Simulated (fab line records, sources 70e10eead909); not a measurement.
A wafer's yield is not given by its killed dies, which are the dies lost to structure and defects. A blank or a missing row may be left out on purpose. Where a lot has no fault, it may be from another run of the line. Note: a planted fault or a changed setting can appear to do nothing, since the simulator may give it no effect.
Matching of chambers / flow nand-harc / NHARC_P_M1_DEP_33 on pecvd-03 has 3 sister chambers
The step deposits SiCN, target thk 30 nm. 3 wafers are shown with their chamber, then 7 later ones without.

WAFERS, EACH WITH ITS CHAMBER
wafer=L088.1; chamber=2; heater-power-w (W)=486
wafer=L088.3; chamber=0; heater-power-w (W)=668
wafer=L088.4; chamber=1; heater-power-w (W)=563

WAFERS WITHOUT THEIR CHAMBER
wafer=L088.6; heater-power-w (W)=483
wafer=L089.3; heater-power-w (W)=676
wafer=L089.4; heater-power-w (W)=693
wafer=L089.5; heater-power-w (W)=538
wafer=L096.1; heater-power-w (W)=701
wafer=L096.4; heater-power-w (W)=694
wafer=L096.5; heater-power-w (W)=586

WHICH CHAMBER EACH ONE RAN IN
wafer=L088.6; from the rows above=2; in truth=2
wafer=L089.3; from the rows above=0; in truth=0
wafer=L089.4; from the rows above=0; in truth=0
wafer=L089.5; from the rows above=can't be placed: 1 or 2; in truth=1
wafer=L096.1; from the rows above=0; in truth=0
wafer=L096.4; from the rows above=0; in truth=0
wafer=L096.5; from the rows above=1; in truth=1
6 of 7 placed correctly. These rows do not allow placing 1 (true chamber among the candidates in 1). Wrongly placed: 0.
How it was worked out, from the rows above alone: a wafer's distance from a chamber is the root of the sum, over the readings, of the square of ((its reading less the chamber's mean) divided by the reading's scatter). The wafer belongs to the nearest chamber; if the next one is less than 2 further off, it can't be placed. The mean given for a chamber averages the wafers shown for that chamber. The scatter (one wafer shown for each chamber): square how far every hidden wafer sits from the nearest shown wafer, average those squares and take the square root.
